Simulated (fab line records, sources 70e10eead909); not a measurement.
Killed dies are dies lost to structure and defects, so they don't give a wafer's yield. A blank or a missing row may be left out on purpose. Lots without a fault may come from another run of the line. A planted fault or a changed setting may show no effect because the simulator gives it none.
Chamber matching | flow nand_harc | NHARC_P_M2_DEP_33 on pecvd-03: 3 sister chambers
The step deposits SiCN, target thk 30 nm. 20 wafers are shown with their chamber, then 10 later ones without.

WAFERS WITH THEIR CHAMBER
wafer  | chamber | heater_power_w (W) | chamber_pressure_Torr (Torr) | susceptor_temp_C (C)
L075.1 | 2       | 725                | 2.998                        | 369.76
L075.3 | 1       | 718                | 3.002                        | 369.76
L075.6 | 0       | 505                | 3.008                        | 370.48
L076.1 | 1       | 715                | 2.988                        | 369.96
L076.2 | 2       | 667                | 3.002                        | 370.06
L076.5 | 1       | 724                | 2.971                        | 369.91
L079.1 | 0       | 517                | 2.997                        | 370.14
L079.2 | 1       | 610                | 3.001                        | 370.00
L079.6 | 0       | 524                | 3.002                        | 369.97
L077.1 | 0       | 547                | 3.007                        | 370.59
L077.3 | 1       | 690                | 3.008                        | 370.21
L077.5 | 2       | 710                | 2.998                        | 369.91
L082.2 | 0       | 564                | 3.001                        | 370.06
L082.3 | 2       | 770                | 3.004                        | 369.82
L082.6 | 1       | 632                | 2.995                        | 370.11
L086.1 | 0       | 494                | 3.014                        | 369.89
L086.2 | 2       | 688                | 3.011                        | 370.23
L086.6 | 1       | 738                | 2.999                        | 370.19
L085.3 | 1       | 625                | 3.001                        | 370.09
L085.4 | 0       | 567                | 3.003                        | 370.01

SIGNATURES (means of the wafers above)
reading               | chamber 0 | chamber 1 | chamber 2 | scatter within a chamber
heater_power_w        | 531.14    | 681.50    | 712.00    | 41.6
chamber_pressure_Torr | 3.00457   | 2.99562   | 3.00260   | 0.0085
susceptor_temp_C      | 370.1629  | 370.0288  | 369.9560  | 0.208
Rule: a wafer's distance from a chamber is the root of the sum, over the readings, of the square of ((its reading less the chamber's mean) divided by the reading's scatter). The wafer belongs to the nearest chamber; if the next one is less than 2 further off, it can't be placed. The scatter: the root of (the sum of the squares of (reading less its chamber's mean) over the shown wafers, divided by (wafers less chambers)).

WAFERS WITHOUT THEIR CHAMBER
wafer  | heater_power_w (W) | chamber_pressure_Torr (Torr) | susceptor_temp_C (C)
L085.5 | 656                | 3.005                        | 370.06
L091.2 | 560                | 3.001                        | 369.93
L091.3 | 614                | 2.991                        | 369.91
L091.4 | 457                | 2.994                        | 369.67
L094.1 | 654                | 3.002                        | 369.86
L094.2 | 743                | 3.006                        | 369.95
L094.3 | 498                | 2.982                        | 370.12
L095.1 | 488                | 3.005                        | 369.78
L095.4 | 728                | 2.993                        | 369.79
L095.5 | 484                | 2.996                        | 370.24

WHICH CHAMBER EACH WENT THROUGH
wafer  | from the rows above          | in truth
L085.5 | can't be placed: 1 or 2 or 0 | 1
L091.2 | can't be placed: 0 or 1      | 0
L091.3 | can't be placed: 1 or 2 or 0 | 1
L091.4 | 0                            | 0
L094.1 | can't be placed: 1 or 2      | 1
L094.2 | can't be placed: 2 or 1      | 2
L094.3 | can't be placed: 0 or 1      | 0
L095.1 | 0                            | 0
L095.4 | can't be placed: 2 or 1      | 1
L095.5 | 0                            | 0
Placed correctly: 3 of 10. Can't be placed from these rows: 7 (the true chamber is among the candidates in 7). Placed wrongly: 0.
